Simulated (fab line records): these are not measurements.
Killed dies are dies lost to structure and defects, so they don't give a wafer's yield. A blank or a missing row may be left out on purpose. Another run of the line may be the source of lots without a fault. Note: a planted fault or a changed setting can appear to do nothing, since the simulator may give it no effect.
The tool behind it: which one?    flow nandHarc    72 wafers from 24 lots sampled at 6 of the route's 1159 steps

## WHAT THE GAUGES SHOWED, per wafer
The record holds no reading of a measuring or inspecting step that can be judged against a usual standard deviation.

## WHAT TOOL EACH LOT RAN ON (gives the tool, then ch and the chambers of the sampled wafers, and finally the start)
lot   NHARC_A_STAIRCASE_ETCH_203                    NHARC_A_STAIRCASE_ETCH_223                    NHARC_A_STAIRCASE_TRIM_233                    NHARC_A_STAIRCASE_DEP_259        NHARC_A_STAIRCASE_ETCH_294     NHARC_A_STAIRCASE_ETCH_453
L074  rieDiel-05 ch 0,2,3, day 11 16:01 or earlier  rieDiel-04 ch 0,1,2, day 11 16:01 or earlier  rieDiel-04 ch 2,3, day 11 16:01 or earlier    pecvd-03 ch 0,2, day 11 16:01    rieDiel-04 ch 1,2,3, no start  rieDiel-06 ch 1,2,3, no start
L076  rieDiel-04 ch 1,3, day 11 19:46 or earlier    rieDiel-06 ch 1,2,3, day 11 19:46 or earlier  rieDiel-05 ch 2,3, day 11 19:46 or earlier    pecvd-03 ch 0,2, day 11 19:46    rieDiel-05 ch 1,2,3, no start  rieDiel-06 ch 0,1, no start
L075  rieDiel-04 ch 0,1,3, day 11 21:38 or earlier  rieDiel-06 ch 2,3, day 11 21:38 or earlier    rieDiel-05 ch 0,1,3, day 11 21:38 or earlier  pecvd-03 ch 1,2, day 11 21:38    rieDiel-05 ch 0,2,3, no start  rieDiel-06 ch 0,2, no start
L079  rieDiel-05 ch 0,2, day 12 04:58 or earlier    rieDiel-05 ch 1,2,3, day 12 04:58 or earlier  rieDiel-06 ch 1,2, day 12 04:58 or earlier    pecvd-04 ch 0,1,2, day 12 04:58  rieDiel-05 ch 0,1,3, no start  rieDiel-05 ch 0,2, no start
L077  rieDiel-06 ch 2,3, day 12 03:08 or earlier    rieDiel-04 ch 1,3, day 12 03:08 or earlier    rieDiel-04 ch 2,3, day 12 03:08 or earlier    pecvd-03 ch 0,1, day 12 03:08    rieDiel-04 ch 0,1, no start    rieDiel-06 ch 0,1,3, no start
L078  rieDiel-06 ch 0,1,3, day 12 13:59 or earlier  rieDiel-06 ch 0,1,3, day 12 13:59 or earlier  rieDiel-05 ch 0,2,3, day 12 13:59 or earlier  pecvd-03 ch 0,1,2, day 12 13:59  rieDiel-06 ch 0,2,3, no start  rieDiel-06 ch 0,1,2, no start
L080  rieDiel-06 ch 1,2,3, day 12 16:58 or earlier  rieDiel-05 ch 0,1, day 12 16:58 or earlier    rieDiel-05 ch 0,1, day 12 16:58 or earlier    pecvd-04 ch 0,1,2, day 12 16:58  rieDiel-06 ch 0,2,3, no start  rieDiel-05 ch 1,2, no start
L081  rieDiel-05 ch 0,3, day 13 01:13 or earlier    rieDiel-05 ch 0,1,2, day 13 01:13 or earlier  rieDiel-06 ch 0,1, day 13 01:13               pecvd-04 ch 1,2, day 13 06:07    rieDiel-06 ch 0,3, no start    rieDiel-05 ch 0,1, no start
L084  rieDiel-06 ch 0,2,3, day 13 14:24 or earlier  rieDiel-06 ch 1,2,3, day 13 14:24 or earlier  rieDiel-05 ch 0,1,3, day 13 14:24 or earlier  pecvd-02 ch 0,2, day 13 14:24    rieDiel-06 ch 1,2,3, no start  rieDiel-05 ch 0,1,2, no start
L082  rieDiel-05 ch 1,2,3, day 13 16:10 or earlier  rieDiel-05 ch 0,3, day 13 16:10 or earlier    rieDiel-05 ch 1,2,3, day 13 16:10 or earlier  pecvd-04 ch 0,1, day 13 16:10    rieDiel-05 ch 0,1,2, no start  rieDiel-06 ch 0,2, no start
L083  rieDiel-05 ch 0,1, day 13 22:52 or earlier    rieDiel-06 ch 0,1,3, day 13 22:52 or earlier  rieDiel-05 ch 1,2,3, day 13 22:52 or earlier  pecvd-02 ch 0,1,2, day 13 22:52  rieDiel-05 ch 2,3, no start    rieDiel-05 ch 1,2,3, no start
L086  rieDiel-04 ch 1,3, day 14 10:28 or earlier    rieDiel-05 ch 1,2,3, day 14 10:28 or earlier  rieDiel-05 ch 0,1,2, day 14 10:28 or earlier  pecvd-04 ch 1,2, day 14 10:28    rieDiel-05 ch 0,2, no start    rieDiel-05 ch 0,1,2, no start
L088  rieDiel-05 ch 1,2,3, day 14 11:41 or earlier  rieDiel-06 ch 0,1, day 14 11:41 or earlier    rieDiel-04 ch 0,1,3, day 14 11:41 or earlier  pecvd-04 ch 0,1,2, day 14 11:41  rieDiel-04 ch 0,1, no start    rieDiel-05 ch 1,2, no start
L087  rieDiel-06 ch 1,2, day 14 15:52 or earlier    rieDiel-06 ch 0,1,2, day 14 15:52 or earlier  rieDiel-05 ch 0,1, day 14 15:52 or earlier    pecvd-02 ch 1,2, day 14 15:52    rieDiel-06 ch 0,1,3, no start  rieDiel-05 ch 0,2,3, no start
L085  rieDiel-04 ch 0,1,2, day 15 01:11 or earlier  rieDiel-04 ch 0,1,3, day 15 01:11 or earlier  rieDiel-04 ch 0,1,2, day 15 01:11 or earlier  pecvd-03 ch 0,1,2, day 15 01:11  rieDiel-06 ch 1,2,3, no start  rieDiel-06 ch 0,1,2, no start
L089  rieDiel-04 ch 1,2,3, day 15 05:47 or earlier  rieDiel-04 ch 0,3, day 15 05:47 or earlier    rieDiel-06 ch 0,3, day 15 05:47 or earlier    pecvd-03 ch 1,2, day 15 05:47    rieDiel-04 ch 0,1, no start    rieDiel-04 ch 0,1,2, no start
L091  rieDiel-05 ch 2,3, day 15 10:26 or earlier    rieDiel-05 ch 0,1,2, day 15 10:26 or earlier  rieDiel-04 ch 1,2, day 15 10:26 or earlier    pecvd-03 ch 0,1, day 15 10:26    rieDiel-04 ch 0,1,2, no start  rieDiel-05 ch 0,2, no start
L090  rieDiel-04 ch 0,2,3, day 15 12:50 or earlier  rieDiel-04 ch 0,3, day 15 12:50 or earlier    rieDiel-04 ch 0,2,3, day 15 12:50 or earlier  pecvd-03 ch 0,1, day 15 12:50    rieDiel-05 ch 0,3, no start    rieDiel-05 ch 0,1,2, no start
L093  rieDiel-05 ch 1,2,3, day 16 02:44 or earlier  rieDiel-04 ch 0,2, day 16 02:44 or earlier    rieDiel-04 ch 1,2, day 16 02:44 or earlier    pecvd-04 ch 0,1, day 16 02:44    rieDiel-05 ch 1,2, no start    rieDiel-04 ch 0,2,3, no start
L092  rieDiel-06 ch 0,3, day 16 03:50 or earlier    rieDiel-06 ch 1,2,3, day 16 03:50 or earlier  rieDiel-06 ch 0,1,2, day 16 03:50 or earlier  pecvd-04 ch 1,2, day 16 03:50    rieDiel-06 ch 0,1,3, no start  rieDiel-05 ch 0,1,2, no start
L094  rieDiel-05 ch 0,2,3, day 16 08:26 or earlier  rieDiel-05 ch 1,2,3, day 16 08:26 or earlier  rieDiel-05 ch 0,1,3, day 16 08:26 or earlier  pecvd-03 ch 1,2, day 16 08:26    rieDiel-06 ch 1,2,3, no start  rieDiel-04 ch 0,3, no start
L097  rieDiel-04 ch 1,2,3, day 16 23:49 or earlier  rieDiel-05 ch 2,3, day 16 23:49 or earlier    rieDiel-04 ch 1,3, day 16 23:49 or earlier    pecvd-02 ch 0,2, day 16 23:49    rieDiel-05 ch 1,2,3, no start  rieDiel-05 ch 1,2, no start
L095  rieDiel-04 ch 0,1,2, day 17 05:58 or earlier  rieDiel-05 ch 1,2,3, day 17 05:58 or earlier  rieDiel-04 ch 0,2, day 17 05:58 or earlier    pecvd-02 ch 0,2, day 17 05:58    rieDiel-06 ch 0,1, no start    rieDiel-05 ch 1,3, no start
L096  rieDiel-06 ch 2,3, day 17 12:13 or earlier    rieDiel-04 ch 1,2, day 17 12:13 or earlier    rieDiel-04 ch 0,1,2, day 17 12:13 or earlier  pecvd-04 ch 1,2, day 17 12:13    rieDiel-06 ch 0,1,2, no start  rieDiel-04 ch 0,3, no start
- NHARC_A_STAIRCASE_ETCH_203: etches the open film in C4F8/O2, target depth 100 nm, time 40.5 s.
- NHARC_A_STAIRCASE_ETCH_223: etches the open film in C4F8/O2, target depth 100 nm, time 40.5 s.
- NHARC_A_STAIRCASE_TRIM_233: chemistry O2, time 211.2 s.
- NHARC_A_STAIRCASE_DEP_259: deposits SiON, target thk 30 nm.
- NHARC_A_STAIRCASE_ETCH_294: etches the open film in C4F8/O2/Ar, target depth 4992 nm, time 1212.4 s.
- NHARC_A_STAIRCASE_ETCH_453: etches the open film in CF4/O2, target depth 30 nm, overetch 3 nm, time 16.5 s.

## AS READ BY THE TOOLS THEMSELVES (means over the sampled wafers that have a number; for cases with no such wafer, the mark the record gives instead)
NHARC_A_STAIRCASE_ETCH_203. Usual: oesProductAu 0.941 a.u., standard deviation 0.011; rfVppV 895 V, standard deviation 6.3.
lot   tool        oesProductAu (a.u.)  rfVppV (V)  flag
L074  rieDiel-05  0.948                897         
L076  rieDiel-04  0.926                898         
L075  rieDiel-04  0.950                898         
L079  rieDiel-05  0.949                890         
L077  rieDiel-06  0.949                896         
L078  rieDiel-06  0.945                893         
L080  rieDiel-06  0.944                894         
L081  rieDiel-05  0.943                900         
L084  rieDiel-06  0.948                893         
L082  rieDiel-05  0.917                896         
L083  rieDiel-05  0.952                889         
L086  rieDiel-04  0.927                897         
L088  rieDiel-05  0.943                895         
L087  rieDiel-06  0.956                890         
L085  rieDiel-04  0.937                898         
L089  rieDiel-04  0.935                900         
L091  rieDiel-05  0.939                898         
L090  rieDiel-04  0.946                901         
L093  rieDiel-05  0.936                895         
L092  rieDiel-06  0.947                895         
L094  rieDiel-05  0.947                896         
L097  rieDiel-04  0.935                899         
L095  rieDiel-04  0.945                899         
L096  rieDiel-06  0.930                892         

NHARC_A_STAIRCASE_ETCH_223. Usual: oesProductAu 0.941 a.u., standard deviation 0.012; rfVppV 895 V, standard deviation 6.5.
lot   tool        oesProductAu (a.u.)  rfVppV (V)  flag
L074  rieDiel-04  0.938                899         
L076  rieDiel-06  0.949                893         
L075  rieDiel-06  0.965                896         
L079  rieDiel-05  0.935                897         
L077  rieDiel-04  0.928                896         
L078  rieDiel-06  0.947                892         
L080  rieDiel-05  0.931                889         
L081  rieDiel-05  0.941                891         
L084  rieDiel-06  0.934                893         
L082  rieDiel-05  0.936                893         
L083  rieDiel-06  0.939                893         
L086  rieDiel-05  0.938                896         
L088  rieDiel-06  0.946                888         
L087  rieDiel-06  0.934                888         
L085  rieDiel-04  0.926                897         
L089  rieDiel-04  0.937                900         
L091  rieDiel-05  0.935                891         
L090  rieDiel-04  0.940                900         
L093  rieDiel-04  0.944                901         
L092  rieDiel-06  0.943                892         
L094  rieDiel-05  0.944                896         
L097  rieDiel-05  0.942                901         
L095  rieDiel-05  0.953                896         
L096  rieDiel-04  0.930                900         

NHARC_A_STAIRCASE_TRIM_233. Usual: drypumpMotorCurrentA 5.70 A, standard deviation 0.2; oesProductAu 0.998 a.u., standard deviation 0.0095; rfVppV 57.9 V, standard deviation 0.94; showerheadPlenumPTorr 3.53 Torr, standard deviation 0.17; throttleValvePct 17.037 %, standard deviation 0.0099.
lot   tool        drypumpMotorCurrentA (A)  oesProductAu (a.u.)  rfVppV (V)  showerheadPlenumPTorr (Torr)  throttleValvePct (%)  flag
L074  rieDiel-04  5.86                      0.996                58.5        3.69                          17.040                
L076  rieDiel-05  5.66                      1.007                58.2        3.70                          17.039                
L075  rieDiel-05  5.75                      1.002                58.3        3.50                          17.026                
L079  rieDiel-06  5.89                      1.009                56.6        3.34                          17.032                
L077  rieDiel-04  5.87                      0.998                57.9        3.69                          17.029                
L078  rieDiel-05  5.64                      1.003                58.2        3.54                          17.031                
L080  rieDiel-05  5.73                      0.999                57.4        3.34                          17.049                
L081  rieDiel-06  5.99                      1.005                56.6        3.33                          17.032                
L084  rieDiel-05  5.76                      1.003                57.8        3.49                          17.038                
L082  rieDiel-05  5.62                      0.994                58.0        3.55                          17.041                
L083  rieDiel-05  5.63                      0.999                57.6        3.54                          17.033                
L086  rieDiel-05  5.60                      0.994                58.3        3.39                          17.041                
L088  rieDiel-04  5.72                      0.984                56.4        3.58                          17.037                
L087  rieDiel-05  5.74                      0.988                57.6        3.34                          17.035                
L085  rieDiel-04  5.61                      0.998                58.2        3.62                          17.039                
L089  rieDiel-06  5.69                      1.004                58.0        3.52                          17.035                
L091  rieDiel-04  5.59                      1.010                57.7        3.67                          17.035                
L090  rieDiel-04  5.78                      0.992                58.4        3.67                          17.038                
L093  rieDiel-04  5.56                      1.004                58.2        3.66                          17.039                
L092  rieDiel-06  5.84                      0.989                58.0        3.31                          17.032                
L094  rieDiel-05  5.76                      1.015                57.6        3.48                          17.038                
L097  rieDiel-04  5.83                      0.992                58.5        3.57                          17.036                
L095  rieDiel-04  5.68                      0.996                56.9        3.65                          17.043                
L096  rieDiel-04  5.61                      0.992                58.7        3.61                          17.041                

NHARC_A_STAIRCASE_DEP_259. Usual: 756 W for heaterPowerW, sd 93.
lot   tool      heaterPowerW (W)  flag
L074  pecvd-03  687               
L076  pecvd-03  763               
L075  pecvd-03  795               
L079  pecvd-04  715               
L077  pecvd-03  794               
L078  pecvd-03  753               
L080  pecvd-04  693               
L081  pecvd-04  686               
L084  pecvd-02  891               
L082  pecvd-04  753               
L083  pecvd-02  825               
L086  pecvd-04  640               
L088  pecvd-04  725               
L087  pecvd-02  797               
L085  pecvd-03  739               
L089  pecvd-03  792               
L091  pecvd-03  766               
L090  pecvd-03  705               
L093  pecvd-04  800               
L092  pecvd-04  652               
L094  pecvd-03  821               
L097  pecvd-02  917               
L095  pecvd-02  918               
L096  pecvd-04  663               

NHARC_A_STAIRCASE_ETCH_294. Usual: oesProductAu 0.933 a.u., standard deviation 0.011; rfVppV 1823 V, standard deviation 13.
lot   tool        oesProductAu (a.u.)  rfVppV (V)  flag
L074  rieDiel-04  0.946                1835        
L076  rieDiel-05  0.929                1828        
L075  rieDiel-05  0.941                1827        
L079  rieDiel-05  0.917                1823        
L077  rieDiel-04  0.924                1826        
L078  rieDiel-06  0.932                1819        
L080  rieDiel-06  0.931                1819        
L081  rieDiel-06  0.931                1827        
L084  rieDiel-06  0.931                1821        
L082  rieDiel-05  0.924                1817        
L083  rieDiel-05  0.938                1831        
L086  rieDiel-05  0.931                1820        
L088  rieDiel-04  0.920                1829        
L087  rieDiel-06  0.931                1818        
L085  rieDiel-06  0.933                1820        
L089  rieDiel-04  0.941                1830        
L091  rieDiel-04  0.937                1833        
L090  rieDiel-05  0.942                1821        
L093  rieDiel-05  0.948                1816        
L092  rieDiel-06  0.948                1818        
L094  rieDiel-06  0.932                1819        
L097  rieDiel-05  0.934                1827        
L095  rieDiel-06  0.932                1810        
L096  rieDiel-06  0.927                1810        

NHARC_A_STAIRCASE_ETCH_453. Usual: drypumpMotorCurrentA 5.70 A, standard deviation 0.22; oesProductAu 0.997 a.u., standard deviation 0.0097; rfVppV 197.4 V, standard deviation 1.6; showerheadPlenumPTorr 1.31 Torr, standard deviation 0.066; throttleValvePct 13.397 %, standard deviation 0.0089.
lot   tool        drypumpMotorCurrentA (A)  oesProductAu (a.u.)  rfVppV (V)  showerheadPlenumPTorr (Torr)  throttleValvePct (%)  flag
L074  rieDiel-06  5.87                      1.006                197.8       1.30                          13.400                
L076  rieDiel-06  5.80                      0.999                196.2       1.25                          13.403                
L075  rieDiel-06  5.61                      1.005                196.5       1.25                          13.394                
L079  rieDiel-05  5.48                      0.993                196.7       1.30                          13.399                
L077  rieDiel-06  5.86                      1.003                197.1       1.30                          13.406                
L078  rieDiel-06  5.81                      1.006                196.0       1.26                          13.391                
L080  rieDiel-05  5.60                      0.993                196.6       1.29                          13.399                
L081  rieDiel-05  5.71                      0.990                196.3       1.26                          13.404                
L084  rieDiel-05  5.60                      0.995                195.8       1.28                          13.391                
L082  rieDiel-06  5.67                      0.992                196.3       1.25                          13.394                
L083  rieDiel-05  5.62                      0.995                197.9       1.34                          13.396                
L086  rieDiel-05  5.59                      0.991                196.8       1.28                          13.400                
L088  rieDiel-05  5.61                      0.988                196.6       1.28                          13.392                
L087  rieDiel-05  5.62                      0.999                198.2       1.33                          13.393                
L085  rieDiel-06  5.82                      0.993                195.1       1.25                          13.391                
L089  rieDiel-04  5.60                      1.006                197.7       1.37                          13.398                
L091  rieDiel-05  5.59                      0.997                196.4       1.27                          13.407                
L090  rieDiel-05  5.59                      0.997                197.3       1.28                          13.395                
L093  rieDiel-04  5.77                      0.997                198.7       1.39                          13.396                
L092  rieDiel-05  5.58                      0.999                197.5       1.28                          13.399                
L094  rieDiel-04  5.89                      0.991                198.2       1.37                          13.393                
L097  rieDiel-05  5.60                      0.984                197.5       1.28                          13.387                
L095  rieDiel-05  5.73                      1.002                197.3       1.32                          13.406                
L096  rieDiel-04  5.86                      0.992                199.0       1.37                          13.399                

## THE ANSWER, worked out from the rows above alone
Rule: a lot counts as off when the mean over its wafers that have a number is more than 3 standard deviations away from the usual mean. A lot without any number at a reading at which 4 lots or more have one is off too. The other lots that the step has rows for count as sound. After the gauges, taken in route order, come the tools' own readings; for these a lot's mean is taken, as printed above. The first step at which some lot is off is used, and at that step the reading that is off furthest; a lot without a number counts as furthest.
Nothing can be told from this: no lot is off at any reading shown.

## WHAT WAS PUT IN BY THE SIMULATOR
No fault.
